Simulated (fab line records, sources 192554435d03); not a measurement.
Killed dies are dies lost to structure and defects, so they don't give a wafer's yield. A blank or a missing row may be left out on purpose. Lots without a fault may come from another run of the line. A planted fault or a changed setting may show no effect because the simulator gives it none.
fab line records | flow n5_finfet
record lots=24 wafers=72 last_day=18
route steps=1938 shown BEOL_M9@1437 BEOL_M10@1473
lots that met no fault: from a run of the same line without faults
start_h: hours from the record's first day to the start of the lot's first wafer shown | wait_h: hours since the lot's step before | " the same as in the row above | L1.1+2: a row that stands for several wafers | - no value, or no start given | * or withheld: withheld | < > ~ a bound
route shown NAME@n: a module of which the file shows steps, and the number in the route of the first | usual: mean/standard deviation of fault-free wafers | same: alike in all rows | chamber/n: place in a boat | sites: the reading at each site | _std_site: their standard deviation | _edge_site: outer sites' mean less inner sites' | radius_mm: how far each site lies from the wafer's centre | mask NAME#n: copy n | behind: the tool/chamber that last shaped the wafer | hold: why the lot was held/for how many hours/how that ended | device: the transistor (n, p or np) that didn't switch | end of line: the same wafers' tests at the end of the route | a step without rows: its recipe alone | killed: dies lost to structure and defects at the first sort, not the wafer's yield | map: a wafer's dies, x killed, . not, _ none there
set.NAME: the setting as run; set.NAME@STEP: as run at that earlier step | model.NAME: the simulator's own value behind a step, which no gauge read
steps of the route over a sample of lots; a table a step, a row a wafer
services: from which hour (start_h, from the record's first day; less than 0 if before it) a tool's chamber was out of use, for how many hours, and why
## steps
# step N5_BEOL_M9_DESCUM_33
# recipe chemistry=O2 time_s=7 source_power_w=50 bias_power_w=20 pressure_mtorr=20 rf_frequency_hz=2.712e+07 temp_c=40 resist=CAR-EUV o2_flow_sccm=225
# usual drypump_motor_current_A=5.9/0.49 oes_product_au=0.73/0.076 rf_vpp_V=243.5/1.2 showerhead_plenum_p_Torr=2.12/0.063 temp_c=39.99/0.11 throttle_valve_pct=20.51/0.18
# columns lot.wafer tool chamber start_h wait_h drypump_motor_current_A oes_product_au rf_hours_counter_h rf_vpp_V showerhead_plenum_p_Torr temp_c throttle_valve_pct
L074.1 rie_diel-03 3 201.81 0.0 5.9 0.68 230 244.3 2.15 39.91 20.80
L074.2 " 2 " " 5.6 0.76 115 243.7 2.13 40.06 20.82
L074.5 " 1 " " 6.4 0.68 - 243.3 2.14 39.91 20.51
L075.3 rie_diel-06 3 207.85 0.0 5.2 0.74 211 241.6 2.00 40.07 20.62
L075.4 " 1 " " 5.7 0.69 211 244.1 2.17 40.18 20.34
L075.5 " 1 " " 5.7 0.68 - 242.5 2.17 40.08 20.34
L076.1 rie_diel-03 0 217.04 0.2 5.9 0.71 200 243.8 2.15 40.04 20.44
L076.2 " 2 " " 5.7 0.76 119 243.6 2.13 40.12 20.82
L076.3 " 1 " " 6.4 0.68 243 244.0 2.14 40.09 20.53
L077.3 rie_diel-06 0 218.64 0.0 5.7 0.70 208 243.1 2.19 40.02 20.55
L077.4 " 2 " " 6.8 0.78 144 242.7 2.02 39.79 20.46
L077.5 " 3 " " 5.2 0.74 - 240.8 2.00 40.15 20.65
L078.1 rie_diel-03 0 237.14 0.0 5.9 0.70 205 243.6 2.15 40.07 20.46
L078.3 " 1 " " 6.4 0.67 248 243.8 2.14 39.97 20.52
L078.4 " 2 " " 5.6 0.76 125 245.0 2.13 40.02 20.81
L079.2 rie_diel-05 1 237.61 0.0 5.1 0.68 205 243.6 2.16 39.89 20.62
L079.3 " 3 " " 6.0 0.65 239 242.4 2.07 40.01 20.59
L079.4 " 2 " " 6.3 0.71 218 244.6 2.17 39.96 20.40
L080.2 rie_diel-06 2 250.23 0.9 6.7 0.76 154 241.3 2.02 40.09 20.48
L080.3 " 0 " " 5.7 0.69 218 244.2 2.19 39.99 20.56
L080.4 " 1 " " 5.7 0.68 225 244.5 2.17 39.82 20.38
L081.1 rie_diel-06 2 256.52 0.5 6.7 0.77 157 242.6 2.02 39.99 20.48
L081.3 " 0 " " 5.7 0.68 222 243.7 2.19 39.99 20.57
L081.6 " 2 " " 6.8 0.77 - 241.8 2.02 39.87 20.51
L082.1 rie_diel-03 1 260.22 0.1 6.4 0.66 251 244.4 2.14 39.88 20.53
L082.3 " 0 " " 5.9 0.69 208 242.6 2.15 40.02 20.45
L082.4 " 3 " " 5.9 0.66 - 243.9 2.14 40.06 20.84
L083.2 rie_diel-05 2 267.08 0.0 6.3 0.71 228 243.9 2.16 39.93 20.41
L083.3 " 3 " " 6.0 0.64 249 241.3 2.06 39.98 20.59
L083.6 " 1 " " 5.1 0.68 - 244.1 2.16 39.82 20.63
L084.3 rie_diel-05 1 273.87 0.2 5.1 0.68 217 243.2 2.16 39.77 20.62
L084.5 " 1 " " 5.1 0.69 - 242.2 2.16 39.75 20.63
L084.6 " 0 " " 5.3 0.75 - 244.2 2.16 40.28 20.21
L085.1 rie_diel-06 3 274.03 0.0 5.2 0.72 234 242.1 1.99 39.96 20.67
L085.2 " 1 " " 5.7 0.68 232 243.1 2.17 39.89 20.39
L085.6 " 3 " " 5.2 0.71 - 241.7 1.99 40.19 20.65
L086.3 rie_diel-03 2 292.64 0.3 5.6 0.75 134 243.0 2.12 39.79 20.85
L086.4 " 0 " " 5.9 0.68 - 243.7 2.14 40.03 20.46
L086.5 " 1 " " 6.4 0.67 - 243.8 2.14 40.00 20.54
L088.1 rie_diel-03 1 302.62 0.2 6.4 0.66 263 243.0 2.13 39.93 20.57
L088.2 " 0 " " 5.9 0.69 223 245.3 2.14 39.85 20.45
L088.5 " 2 " " 5.6 0.75 - 242.6 2.12 39.97 20.84
L087.3 rie_diel-05 3 305.17 0.0 6.1 0.92 6 241.2 2.06 40.02 20.21
L087.4 " 1 " " 5.1 0.69 221 244.2 2.16 40.02 20.64
L087.5 " 2 " " 6.3 0.70 - 244.6 2.16 40.03 20.43
L090.4 rie_diel-06 3 312.30 0.0 5.2 0.70 247 241.1 1.99 39.91 20.68
L090.5 " 0 " " 5.7 0.68 - 243.9 2.18 40.15 20.60
L090.6 " 1 " " 5.7 0.67 - 243.3 2.16 39.95 20.40
L089.2 rie_diel-06 3 315.56 0.0 5.2 0.71 248 241.1 1.98 40.02 20.70
L089.5 " 0 " " 5.7 0.67 - 244.8 2.18 39.95 20.58
L089.6 " 1 " " 5.7 0.67 - 242.8 2.16 40.02 20.42
L092.1 rie_diel-05 1 327.79 0.0 5.1 0.68 227 243.6 2.16 40.05 20.65
L092.2 " 2 " " 6.3 0.70 246 243.1 2.16 40.00 20.42
L092.5 " 2 " " 6.3 0.69 - 244.4 2.16 40.19 20.44
L091.1 rie_diel-06 0 327.92 0.0 5.7 0.67 244 244.4 2.18 39.84 20.60
L091.3 " 2 " " 6.7 0.75 178 241.8 2.01 39.81 20.52
L091.6 " 2 " " 6.7 0.76 - 242.6 2.01 39.85 20.53
L095.4 rie_diel-06 0 331.38 0.0 5.7 0.67 - 245.2 2.18 40.09 20.60
L095.5 " 0 " " 5.7 0.67 - 242.5 2.18 40.01 20.61
L095.6 " 2 " " 6.7 0.74 - 241.6 2.01 40.03 20.52
L094.2 rie_diel-05 0 331.73 0.2 5.3 0.72 200 243.7 2.16 39.88 20.24
L094.3 " 2 " " 6.4 0.70 248 244.2 2.16 39.94 20.45
L094.4 " 1 " " 5.1 0.68 229 244.5 2.16 39.88 20.65
L093.1 rie_diel-03 2 342.40 0.0 5.6 0.73 152 243.6 2.12 40.17 20.86
L093.4 " 1 " " 6.4 0.94 5 245.3 2.13 39.93 20.20
L093.5 " 0 " " 5.9 0.68 - 243.4 2.14 39.96 20.50
L096.1 rie_diel-06 1 357.55 0.2 5.7 0.99 0 242.3 2.16 40.01 20.01
L096.3 " 3 " " 5.2 0.96 7 245.2 2.25 40.02 20.06
L096.5 " 3 " " 5.2 0.97 - 245.7 2.25 39.91 20.07
L097.2 rie_diel-03 0 369.53 0.0 5.9 0.68 247 243.9 2.13 39.85 20.51
L097.4 " 3 " " 5.9 0.93 22 245.0 2.13 40.04 20.49
L097.5 " 0 " " 5.9 0.67 - 243.9 2.13 39.91 20.51
# step N5_BEOL_M9_ETCH_76
# recipe chemistry=N2/H2 target=underlayer target_depth_a=65 mask_material=CAR-EUV time_s=5.2 ion_energy_ev=200 pressure_mtorr=30 source_w=840 bias_w=150 n2_flow_sccm=200 h2_flow_sccm=200 ends=cleared
# usual drypump_motor_current_A=5.9/0.49 etch_rf_on_time_s=5.22/0.15 n2_flow_sccm=200.0/0.61 oes_product_au=0.62/0.068 rf_vpp_V=524.9/2.6 showerhead_plenum_p_Torr=2.58/0.082 throttle_valve_pct=17.98/0.26
# columns lot.wafer tool chamber start_h wait_h drypump_motor_current_A etch_rf_on_time_s n2_flow_sccm oes_product_au rf_hours_counter_h rf_vpp_V showerhead_plenum_p_Torr throttle_valve_pct
L074.1 rie_diel-03 3 201.85 0.0 5.9 5.18 200.3 0.57 230 525.6 2.64 18.55
L074.2 " 2 " " 5.6 5.41 200.1 0.65 115 522.0 2.57 18.15
L074.5 " 1 " " 6.4 5.19 201.0 0.57 - 526.2 2.64 18.21
L075.3 rie_diel-06 3 207.89 0.0 5.2 5.17 199.4 0.63 211 520.2 2.40 17.80
L075.4 " 1 " " 5.7 5.14 200.5 0.59 211 527.6 2.61 17.64
L075.5 " 1 " " 5.7 5.21 200.0 0.59 - 527.4 2.61 17.64
L076.1 rie_diel-03 0 217.08 0.0 5.9 5.24 199.9 0.60 200 527.1 2.64 18.10
L076.2 " 2 " " 5.7 5.44 199.4 0.64 119 524.8 2.57 18.18
L076.3 " 1 " " 6.4 5.17 199.1 0.58 243 524.0 2.64 18.23
L077.3 rie_diel-06 0 218.68 0.0 5.7 5.35 200.0 0.59 208 526.3 2.62 17.82
L077.4 " 2 " " 6.8 5.24 200.7 0.65 144 521.3 2.45 17.96
L077.5 " 3 " " 5.2 5.19 199.9 0.61 - 521.8 2.40 17.79
L078.1 rie_diel-03 0 237.17 0.0 5.9 5.28 199.8 0.59 205 528.0 2.64 18.08
L078.3 " 1 " " 6.5 5.18 199.4 0.58 248 524.5 2.63 18.25
L078.4 " 2 " " 5.7 5.45 199.6 0.64 125 526.9 2.57 18.18
L079.2 rie_diel-05 1 237.64 0.0 5.1 5.44 200.6 0.58 205 526.2 2.65 18.23
L079.3 " 3 " " 6.0 5.12 199.3 0.58 239 522.5 2.51 18.11
L079.4 " 2 " " 6.3 5.27 199.5 0.61 218 528.8 2.64 17.95
L080.2 rie_diel-06 2 250.26 0.0 6.8 5.18 199.4 0.64 154 522.5 2.44 17.97
L080.3 " 0 " " 5.7 5.35 200.0 0.58 218 524.5 2.62 17.80
L080.4 " 1 " " 5.7 5.20 200.3 0.59 225 524.1 2.61 17.68
L081.1 rie_diel-06 2 256.56 0.0 6.8 5.23 199.7 0.64 157 520.1 2.44 18.01
L081.3 " 0 " " 5.7 5.39 199.3 0.58 222 528.4 2.62 17.83
L081.6 " 2 " " 6.7 5.19 200.1 0.65 - 524.1 2.44 17.96
L082.1 rie_diel-03 1 260.25 0.0 6.4 5.18 200.5 0.57 251 524.4 2.63 18.26
L082.3 " 0 " " 5.9 5.28 199.9 0.60 208 526.7 2.64 18.10
L082.4 " 3 " " 5.9 5.25 199.4 0.57 - 523.3 2.64 18.59
L083.2 rie_diel-05 2 267.11 0.0 6.4 5.21 200.5 0.61 228 526.6 2.63 17.98
L083.3 " 3 " " 6.0 5.01 200.4 0.57 249 523.6 2.51 18.12
L083.6 " 1 " " 5.1 5.27 200.2 0.58 - 524.9 2.65 18.24
L084.3 rie_diel-05 1 273.91 0.0 5.1 5.28 200.3 0.58 217 525.4 2.64 18.26
L084.5 " 1 " " 5.1 5.26 200.2 0.58 - 526.7 2.64 18.24
L084.6 " 0 " " 5.3 4.81 198.9 0.64 - 525.5 2.62 17.62
L085.1 rie_diel-06 3 274.07 0.0 5.2 5.23 200.2 0.61 234 520.3 2.39 17.82
L085.2 " 1 " " 5.7 5.24 200.1 0.58 232 527.2 2.60 17.67
L085.6 " 3 " " 5.2 5.17 201.2 0.61 - 518.5 2.39 17.82
L086.3 rie_diel-03 2 292.67 0.0 5.6 5.42 198.7 0.63 134 526.5 2.56 18.19
L086.4 " 0 " " 5.9 5.23 200.1 0.58 - 526.9 2.64 18.10
L086.5 " 1 " " 6.4 5.22 200.5 0.56 - 527.6 2.63 18.28
L088.1 rie_diel-03 1 302.65 0.0 6.4 5.24 200.2 0.55 263 527.2 2.63 18.27
L088.2 " 0 " " 5.9 5.33 199.9 0.58 223 527.9 2.64 18.13
L088.5 " 2 " " 5.7 5.46 199.0 0.63 - 525.5 2.56 18.21
L087.3 rie_diel-05 3 305.20 0.0 6.1 4.95 200.0 0.83 6 520.3 2.50 17.69
L087.4 " 1 " " 5.1 5.25 199.0 0.58 221 523.3 2.64 18.23
L087.5 " 2 " " 6.4 5.24 199.6 0.59 - 526.8 2.63 18.00
L090.4 rie_diel-06 3 312.33 0.0 5.1 5.22 201.2 0.61 247 519.6 2.39 17.86
L090.5 " 0 " " 5.7 5.31 199.8 0.58 - 526.8 2.61 17.87
L090.6 " 1 " " 5.7 5.15 200.0 0.58 - 526.6 2.60 17.71
L089.2 rie_diel-06 3 315.59 0.0 5.2 5.17 199.6 0.61 248 520.6 2.39 17.84
L089.5 " 0 " " 5.8 5.30 199.4 0.57 - 525.9 2.61 17.88
L089.6 " 1 " " 5.7 5.14 199.5 0.57 - 527.4 2.60 17.72
L092.1 rie_diel-05 1 327.83 0.0 5.1 5.30 199.4 0.57 227 525.1 2.64 18.26
L092.2 " 2 " " 6.4 5.29 198.7 0.60 246 524.9 2.62 18.03
L092.5 " 2 " " 6.4 5.26 198.3 0.60 - 526.2 2.62 18.01
L091.1 rie_diel-06 0 327.96 0.0 5.8 5.40 200.2 0.58 244 523.7 2.61 17.87
L091.3 " 2 " " 6.7 5.14 200.1 0.64 178 522.1 2.43 17.99
L091.6 " 2 " " 6.7 5.13 199.3 0.63 - 520.9 2.43 18.01
L095.4 rie_diel-06 0 331.42 0.0 5.8 5.36 200.5 0.57 - 526.9 2.61 17.87
L095.5 " 0 " " 5.7 5.31 199.6 0.57 - 527.4 2.61 17.86
L095.6 " 2 " " 6.7 5.10 199.7 0.63 - 521.2 2.43 18.02
L094.2 rie_diel-05 0 331.76 0.0 5.3 4.84 200.6 0.65 200 528.5 2.62 17.65
L094.3 " 2 " " 6.4 5.17 199.4 0.60 248 523.7 2.62 18.01
L094.4 " 1 " " 5.1 5.27 199.9 0.57 229 526.4 2.64 18.27
L093.1 rie_diel-03 2 342.44 0.0 5.6 5.50 200.0 0.61 152 523.2 2.56 18.22
L093.4 " 1 " " 6.4 5.25 200.0 0.80 5 524.4 2.63 17.86
L093.5 " 0 " " 5.9 5.31 200.5 0.58 - 526.9 2.63 18.14
L096.1 rie_diel-06 1 357.58 0.0 5.7 5.06 199.4 0.85 0 525.9 2.59 17.26
L096.3 " 3 " " 5.2 5.07 200.8 0.82 7 528.6 2.70 17.26
L096.5 " 3 " " 5.2 5.06 200.9 0.82 - 527.6 2.70 17.27
L097.2 rie_diel-03 0 369.56 0.0 5.9 5.39 200.0 0.56 247 526.8 2.62 18.16
L097.4 " 3 " " 5.9 5.19 200.5 0.78 22 527.6 2.62 18.24
L097.5 " 0 " " 5.9 5.37 200.4 0.57 - 524.2 2.62 18.18
# step N5_BEOL_M9_DEGAS_44
# recipe ambient=vacuum temp_c=250 time_s=60
# usual heater_power_w=334/42
# columns lot.wafer tool chamber start_h wait_h heater_power_w
L074.1 pvd_sputter-01 - 203.55 0.9 310
L074.2 " - " " 323
L074.5 " - " " 330
L075.3 pvd_sputter-02 - 208.96 0.2 336
L075.4 " - " " 357
L075.5 " - " " 320
L076.1 pvd_sputter-01 - 218.03 0.3 294
L076.2 " - " " 371
L076.3 " - " " 326
L077.3 pvd_sputter-03 - 219.87 0.4 250
L077.4 " - " " 342
L077.5 " - " " 342
L078.1 pvd_sputter-03 - 240.15 2.3 254
L078.3 " - " " 332
L078.4 " - " " 413
L079.2 pvd_sputter-03 - 240.31 1.9 333
L079.3 " - " " 403
L079.4 " - " " 252
L080.2 pvd_sputter-01 - 251.92 0.9 313
L080.3 " - " " 386
L080.4 " - " " 302
L081.1 pvd_sputter-02 - 258.81 1.6 346
L081.3 " - " " 325
L081.6 " - " " 351
L082.1 pvd_sputter-01 - 261.22 0.3 326
L082.3 " - " " 300
L082.4 " - " " 318
L083.2 pvd_sputter-01 - 268.11 0.3 378
L083.3 " - " " 325
L083.6 " - " " 387
L084.3 pvd_sputter-02 - 274.85 0.2 359
L084.5 " - " " 342
L084.6 " - " " 366
L085.1 pvd_sputter-03 - 275.02 0.3 404
L085.2 " - " " 247
L085.6 " - " " 417
L086.3 pvd_sputter-03 - 293.62 0.2 330
L086.4 " - " " 403
L086.5 " - " " 334
L088.1 pvd_sputter-03 - 303.63 0.3 331
L088.2 " - " " 256
L088.5 " - " " 398
L087.3 pvd_sputter-02 - 306.41 0.4 321
L087.4 " - " " 325
L087.5 " - " " 357
L090.4 pvd_sputter-02 - 313.29 0.1 354
L090.5 " - " " 330
L090.6 " - " " 326
L089.2 pvd_sputter-03 - 317.81 1.5 323
L089.5 " - " " 411
L089.6 " - " " 257
L092.1 pvd_sputter-03 - 329.04 0.5 246
L092.2 " - " " 326
L092.5 " - " " 246
L091.1 pvd_sputter-03 - 329.12 0.5 410
L091.3 " - " " 333
L091.6 " - " " 336
L095.4 pvd_sputter-01 - 332.96 0.5 382
L095.5 " - " " 322
L095.6 " - " " 311
L094.2 pvd_sputter-02 - 334.86 2.3 351
L094.3 " - " " 321
L094.4 " - " " 326
L093.1 pvd_sputter-01 - 343.88 0.8 386
L093.4 " - " " 295
L093.5 " - " " 323
L096.1 pvd_sputter-03 - 358.54 0.3 411
L096.3 " - " " 339
L096.5 " - " " 332
L097.2 pvd_sputter-02 - 370.84 0.6 349
L097.4 " - " " 332
L097.5 " - " " 333
# step N5_BEOL_M9_ALD_74
# recipe material=TaN target_thk_a=20 temp_c=275 ald_precursor_family=PDMAT ald_co_reactant=NH3 pressure_torr=3 carrier_flow_sccm=1500 pulse_time_s=2 purge_time_s=3 co_reactant_purge_time_s=2 co_reactant_pulse_time_s=3 ald_cycles=40 precursor_vessel_temp_c=75 precursor_vessel_pressure_torr=26.25 precursor_vessel_carrier_sccm=1000
# usual heater_power_w=424/26 mfc_carrier_sccm=1500/4.6
# same ald_cycles=40 pulse_time_s=2
# columns lot.wafer tool chamber start_h wait_h heater_power_w mfc_carrier_sccm
L074.1 ald_metal-03 3 203.88 0.3 439 1499
L074.2 " 0 " " 468 1498
L074.5 " 3 " " 439 1496
L075.3 ald_metal-03 1 209.06 0.0 443 1496
L075.4 " 3 " " 442 1497
L075.5 " 3 " " 435 1502
L076.1 ald_metal-04 3 218.27 0.2 443 1491
L076.2 " 2 " " 409 1492
L076.3 " 1 " " 412 1498
L077.3 ald_metal-01 3 220.06 0.1 412 1500
L077.4 " 0 " " 428 1497
L077.5 " 0 " " 416 1497
L078.1 ald_metal-04 2 240.25 0.0 394 1495
L078.3 " 1 " " 410 1504
L078.4 " 3 " " 438 1505
L079.2 ald_metal-04 3 240.51 0.1 457 1502
L079.3 " 2 " " 399 1505
L079.4 " 1 " " 410 1497
L080.2 ald_metal-04 3 252.03 0.1 450 1503
L080.3 " 2 " " 396 1494
L080.4 " 0 " " 390 1500
L081.1 ald_metal-04 0 258.91 0.0 392 1502
L081.3 " 2 " " 399 1494
L081.6 " 0 " " 391 1494
L082.1 ald_metal-04 2 261.32 0.0 392 1499
L082.3 " 0 " " 390 1501
L082.4 " 1 " " 408 1501
L083.2 ald_metal-01 0 268.21 0.0 415 1500
L083.3 " 2 " " 414 1503
L083.6 " 2 " " 430 1502
L084.3 ald_metal-01 2 274.95 0.0 427 1490
L084.5 " 1 " " 447 1504
L084.6 " 0 " " 418 1511
L085.1 ald_metal-04 2 275.12 0.0 398 1496
L085.2 " 1 " " 410 1500
L085.6 " 1 " " 407 1499
L086.3 ald_metal-01 2 293.73 0.0 422 1498
L086.4 " 3 " " 410 1502
L086.5 " 3 " " 414 1502
L088.1 ald_metal-01 3 303.75 0.1 419 1500
L088.2 " 1 " " 456 1501
L088.5 " 3 " " 425 1496
L087.3 ald_metal-04 2 306.52 0.0 394 1501
L087.4 " 3 " " 458 1504
L087.5 " 3 " " 459 1502
L090.4 ald_metal-03 3 313.39 0.0 426 1501
L090.5 " 2 " " 425 1498
L090.6 " 1 " " 449 1496
L089.2 ald_metal-01 0 317.98 0.1 422 1500
L089.5 " 1 " " 454 1498
L089.6 " 0 " " 416 1498
L092.1 ald_metal-04 3 329.14 0.0 455 1504
L092.2 " 2 " " 408 1500
L092.5 " 3 " " 465 1511
L091.1 ald_metal-03 0 329.23 0.0 464 1494
L091.3 " 2 " " 427 1501
L091.6 " 3 " " 429 1496
L095.4 ald_metal-01 3 333.08 0.1 418 1492
L095.5 " 3 " " 417 1502
L095.6 " 2 " " 422 1505
L094.2 ald_metal-01 3 334.96 0.0 409 1499
L094.3 " 0 " " 426 1507
L094.4 " 1 " " 463 1504
L093.1 ald_metal-03 2 344.03 0.1 437 1496
L093.4 " 3 " " 437 1498
L093.5 " 2 " " 420 1500
L096.1 ald_metal-04 1 358.64 0.0 388 1505
L096.3 " 2 " " 377 1507
L096.5 " 1 " " 383 1503
L097.2 ald_metal-03 3 370.94 0.0 442 1493
L097.4 " 0 " " 466 1495
L097.5 " 1 " " 456 1502
# step N5_BEOL_M9_SPUTTER_48
# recipe material=Cu target_thk_a=120 temp_c=-20 bias_v=60 power_w=26000 chamber_pressure_pa=0.13 time_s=2
# usual chuck_gas_flow_sccm=1.27/0.054 throttle_valve_pct=29.5/0.92
# columns lot.wafer tool chamber start_h wait_h chuck_gas_flow_sccm throttle_valve_pct
L074.1 pvd_sputter-02 - 205.82 0.2 1.26 30.2
L074.2 " - " " 1.23 31.9
L074.5 " - " " 1.22 30.1
L075.3 pvd_sputter-02 - 211.10 1.4 1.28 31.6
L075.4 " - " " 1.27 30.0
L075.5 " - " " 1.25 32.0
L076.1 pvd_sputter-03 - 218.99 0.1 1.16 29.1
L076.2 " - " " 1.20 29.1
L076.3 " - " " 1.21 28.6
L077.3 pvd_sputter-01 - 220.81 0.2 1.26 29.8
L077.4 " - " " 1.41 28.9
L077.5 " - " " 1.18 30.0
L078.1 pvd_sputter-03 - 240.77 0.1 1.22 28.6
L078.3 " - " " 1.19 29.1
L078.4 " - " " 1.31 28.8
L079.2 pvd_sputter-02 - 241.44 0.4 1.29 29.0
L079.3 " - " " 1.21 30.0
L079.4 " - " " 1.29 30.2
L080.2 pvd_sputter-01 - 252.80 0.1 1.24 30.0
L080.3 " - " " 1.30 28.8
L080.4 " - " " 1.21 28.8
L081.1 pvd_sputter-03 - 259.40 0.1 1.27 29.1
L081.3 " - " " 1.24 29.5
L081.6 " - " " 1.24 28.8
L082.1 pvd_sputter-03 - 262.68 0.5 1.27 28.9
L082.3 " - " " 1.28 28.7
L082.4 " - " " 1.24 29.4
L083.2 pvd_sputter-02 - 268.75 0.1 1.29 32.2
L083.3 " - " " 1.33 29.0
L083.6 " - " " 1.33 30.0
L084.3 pvd_sputter-01 - 275.42 0.1 1.23 28.9
L084.5 " - " " 1.27 28.9
L084.6 " - " " 1.22 28.7
L085.1 pvd_sputter-02 - 275.57 0.1 1.35 29.1
L085.2 " - " " 1.21 30.1
L085.6 " - " " 1.31 29.9
L086.3 pvd_sputter-01 - 294.63 0.1 1.27 28.5
L086.4 " - " " 1.25 29.9
L086.5 " - " " 1.24 28.9
L088.1 pvd_sputter-03 - 304.41 0.1 1.21 28.6
L088.2 " - " " 1.28 29.3
L088.5 " - " " 1.33 28.6
L087.3 pvd_sputter-02 - 307.01 0.1 1.37 32.0
L087.4 " - " " 1.24 28.8
L087.5 " - " " 1.36 29.8
L090.4 pvd_sputter-02 - 313.96 0.0 1.20 30.0
L090.5 " - " " 1.19 31.9
L090.6 " - " " 1.23 30.3
L089.2 pvd_sputter-01 - 318.52 0.1 1.29 29.0
L089.5 " - " " 1.26 28.9
L089.6 " - " " 1.24 28.9
L092.1 pvd_sputter-01 - 329.71 0.1 1.25 28.6
L092.2 " - " " 1.28 28.9
L092.5 " - " " 1.42 28.9
L091.1 pvd_sputter-01 - 329.79 0.1 1.29 29.6
L091.3 " - " " 1.40 28.5
L091.6 " - " " 1.31 29.6
L095.4 pvd_sputter-02 - 334.74 0.9 1.21 30.2
L095.5 " - " " 1.22 31.7
L095.6 " - " " 1.28 29.9
L094.2 pvd_sputter-03 - 335.47 0.1 1.27 28.4
L094.3 " - " " 1.27 29.4
L094.4 " - " " 1.28 29.3
L093.1 pvd_sputter-01 - 344.55 0.1 1.20 29.9
L093.4 " - " " 1.15 29.0
L093.5 " - " " 1.33 28.9
L096.1 pvd_sputter-03 - 360.50 1.1 1.39 29.3
L096.3 " - " " 1.27 29.4
L096.5 " - " " 1.31 28.6
L097.2 pvd_sputter-02 - 371.45 0.1 1.23 29.8
L097.4 " - " " 1.27 29.0
L097.5 " - " " 1.19 30.2
# step N5_BEOL_M10_PECVD_70
# recipe material=SiO2 target_thk_a=200 temp_c=400 precursor=TEOS/O2 pressure_torr=5.5 rf_w=450 teos_flow_sccm=53.8 gas=O2 flow_sccm=3000 time_s=22.7
# usual heater_power_w=710/64 showerhead_plenum_p_Torr=8.79/0.066 throttle_valve_pct=21.3/0.67
# columns lot.wafer tool chamber start_h wait_h heater_power_w showerhead_plenum_p_Torr throttle_valve_pct
L074.1 pecvd-04 1 207.56 0.0 769 8.70 21.5
L074.2 " 0 " " 697 8.75 21.4
L074.5 " 1 " " 727 8.71 21.3
L075.3 pecvd-04 0 213.11 0.0 586 8.77 21.1
L075.4 " 2 " " 792 8.78 20.1
L075.5 " 0 " " 583 8.72 21.4
L076.1 pecvd-03 1 221.77 0.0 742 8.83 20.9
L076.2 " 0 " " 783 8.89 22.3
L076.3 " 0 " " 816 8.89 22.0
L077.3 pecvd-04 1 222.49 0.0 730 8.70 21.6
L077.4 " 1 " " 718 8.71 21.7
L077.5 " 2 " " 837 8.78 20.0
L078.1 pecvd-01 0 242.66 0.0 712 8.80 22.0
L078.3 " 1 " " 737 8.86 21.7
L078.4 " 2 " " 638 8.78 22.0
L079.2 pecvd-04 1 243.14 0.0 732 8.65 21.6
L079.3 " 2 " " 799 8.76 19.9
L079.4 " 0 " " 680 8.75 21.6
L080.2 pecvd-04 0 254.47 0.0 596 8.74 21.4
L080.3 " 2 " " 801 8.76 20.1
L080.4 " 0 " " 597 8.72 21.7
L081.1 pecvd-03 1 261.16 0.0 727 8.81 21.2
L081.3 " 0 " " 789 8.90 22.3
L081.6 " 2 " " 707 8.83 20.8
L082.1 pecvd-03 2 264.57 0.0 744 8.84 20.9
L082.3 " 0 " " 734 8.88 22.1
L082.4 " 2 " " 757 8.85 20.5
L083.2 pecvd-04 0 270.48 0.0 635 8.72 21.3
L083.3 " 2 " " 821 8.73 20.3
L083.6 " 2 " " 809 8.77 20.2
L084.3 pecvd-04 1 277.24 0.0 641 8.69 21.4
L084.5 " 0 " " 688 8.75 21.2
L084.6 " 2 " " 769 8.77 19.9
L085.1 pecvd-03 1 277.29 0.0 720 8.81 21.1
L085.2 " 0 " " 657 8.88 22.3
L085.6 " 2 " " 648 8.83 20.6
L086.3 pecvd-03 0 296.32 0.1 765 8.90 22.3
L086.4 " 1 " " 699 8.84 21.0
L086.5 " 1 " " 710 8.82 20.8
L088.1 pecvd-03 0 307.95 0.0 776 8.88 22.6
L088.2 " 2 " " 646 8.85 21.0
L088.5 " 2 " " 650 8.87 21.0
L087.3 pecvd-03 2 310.88 0.0 744 8.86 20.7
L087.4 " 2 " " 749 8.84 20.9
L087.5 " 1 " " 648 8.82 21.2
L090.4 pecvd-01 0 316.72 0.1 710 8.77 22.0
L090.5 " 1 " " 722 8.82 21.6
L090.6 " 2 " " 672 8.79 22.0
L089.2 pecvd-04 1 320.18 0.0 704 8.69 21.5
L089.5 " 1 " " 696 8.69 21.4
L089.6 " 0 " " 641 8.75 21.5
L091.1 pecvd-04 0 331.62 0.0 679 8.73 21.3
L091.3 " 1 " " 614 8.69 21.5
L091.6 " 0 " " 663 8.74 21.4
L092.1 pecvd-01 2 331.83 0.0 585 8.75 22.0
L092.2 " 0 " " 722 8.79 21.8
L092.5 " 0 " " 742 8.80 22.0
L095.4 pecvd-04 2 336.95 0.1 857 8.77 20.4
L095.5 " 1 " " 660 8.67 21.4
L095.6 " 0 " " 607 8.74 21.5
L094.2 pecvd-03 2 337.15 0.0 744 8.88 21.1
L094.3 " 1 " " 737 8.82 20.8
L094.4 " 0 " " 691 8.90 22.6
L093.1 pecvd-04 0 346.21 0.0 560 8.74 21.3
L093.4 " 0 " " 583 8.74 21.3
L093.5 " 2 " " 772 8.77 20.4
L096.1 pecvd-03 1 362.28 0.0 682 8.80 21.1
L096.3 " 2 " " 647 8.84 20.8
L096.5 " 2 " " 642 8.86 21.0
L097.2 pecvd-04 0 373.34 0.0 600 8.75 21.3
L097.4 " 1 " " 740 8.68 21.5
L097.5 " 2 " " 729 8.76 20.5
## services
# columns tool chamber start_h hours kind
rie_diel-06 - 182.23 2.8 pm
pecvd-03 1 184.02 19.0 repair
ald_metal-01 - 188.19 2.3 repair
pecvd-04 - 190.11 0.7 repair
pecvd-04 2 206.38 3.8 repair
rie_diel-03 - 242.73 14.6 pm
rie_diel-05 1 282.09 17.6 repair
ald_metal-04 1 283.93 17.5 repair
pecvd-03 2 293.08 6.2 repair
rie_diel-05 2 299.70 4.2 repair
rie_diel-05 - 302.74 1.0 repair
pecvd-04 - 308.81 2.8 pm
pecvd-04 - 312.50 1.0 repair
ald_metal-04 0 314.27 4.9 repair
pecvd-01 - 318.70 1.5 repair
rie_diel-06 3 323.07 - clean
rie_diel-06 3 323.07 - consumable_replace:focus_ring
rie_diel-06 3 323.07 - consumable_replace:showerhead
rie_diel-06 1 329.32 4.8 repair
ald_metal-04 - 337.25 14.0 pm
rie_diel-05 2 346.06 7.8 repair
rie_diel-03 3 352.59 6.3 repair
pecvd-01 - 353.54 0.9 repair
pecvd-03 2 354.14 3.8 repair
## key
fault none
